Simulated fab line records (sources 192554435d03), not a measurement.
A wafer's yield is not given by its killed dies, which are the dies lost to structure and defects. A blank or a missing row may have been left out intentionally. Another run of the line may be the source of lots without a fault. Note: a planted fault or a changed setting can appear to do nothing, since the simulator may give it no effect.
Matching of chambers -- flow n5_finfet -- N5_BEOL_M4_ETCH_63 on rie_diel-06 has 4 sister chambers
The step etches SiARC in CF4, target depth 15.6 nm, time 26 s. 22 wafers are shown with their chamber, then 11 later ones without.

== EACH WAFER AND ITS CHAMBER ==
wafer,chamber,showerhead_plenum_p_Torr (Torr),drypump_motor_current_A (A),throttle_valve_pct (%)
L075.2,0,2.27,5.3,15.45
L075.3,1,2.07,6.7,15.63
L075.4,2,2.26,5.4,15.56
L076.1,0,2.27,5.3,15.46
L076.3,3,2.25,5.1,15.46
L076.4,2,2.26,5.4,15.55
L077.2,2,2.26,5.4,15.55
L077.4,0,2.27,5.3,15.45
L077.5,2,2.26,5.5,15.56
L080.1,3,2.24,5.1,15.46
L080.5,2,2.26,5.4,15.56
L080.6,1,2.06,6.7,15.66
L081.2,0,2.26,5.3,15.47
L081.3,1,2.06,6.6,15.66
L081.5,1,2.06,6.7,15.65
L085.2,2,2.25,5.5,15.60
L085.5,1,2.06,6.7,15.66
L085.6,0,2.26,5.3,15.47
L086.1,3,2.24,5.2,15.49
L086.3,1,2.06,6.7,15.68
L086.4,0,2.26,5.3,15.49
L087.3,1,2.06,6.7,15.69

SIGNATURES (means of the wafers above)
reading,chamber 0,chamber 1,chamber 2,chamber 3,scatter within a chamber
showerhead_plenum_p_Torr,2.2650,2.0614,2.2583,2.2433,0.00463
drypump_motor_current_A,5.300,6.686,5.433,5.133,0.0398
throttle_valve_pct,15.4650,15.6614,15.5633,15.4700,0.0179
Rule: for each reading, subtract the chamber's mean from the wafer's reading, divide by that reading's scatter and square the result; add these up over the readings and take the root, which gives the wafer's distance from the chamber. The wafer belongs to the nearest chamber; if the next one is less than 2 further off, it can't be placed. The scatter is the square root of a quotient: the sum, over the shown wafers, of each reading's squared deviation from its chamber's mean, divided by wafers minus chambers.

== WAFERS WITH NO CHAMBER GIVEN ==
wafer,showerhead_plenum_p_Torr (Torr),drypump_motor_current_A (A),throttle_valve_pct (%)
L087.4,2.26,5.3,15.50
L087.6,2.24,5.1,15.51
L091.1,2.24,5.1,15.51
L091.4,2.25,5.4,15.61
L091.5,2.24,5.2,15.53
L094.1,2.25,5.4,15.62
L094.2,2.25,5.3,15.51
L094.6,2.25,5.3,15.52
L095.1,2.25,5.4,15.64
L095.5,2.23,5.2,15.53
L095.6,2.24,5.4,15.62

== WHICH CHAMBER EACH WENT THROUGH ==
wafer,from the rows above,in truth
L087.4,0,0
L087.6,3,3
L091.1,3,3
L091.4,2,2
L091.5,3,3
L094.1,2,2
L094.2,can't be placed: 0 or 2 or 3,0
L094.6,can't be placed: 0 or 2 or 3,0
L095.1,2,2
L095.5,3,3
L095.6,2,2
Placed correctly: 9 of 11. Not placeable from these rows: 2 (in 2, the candidates include the true chamber). Placed wrongly: 0.
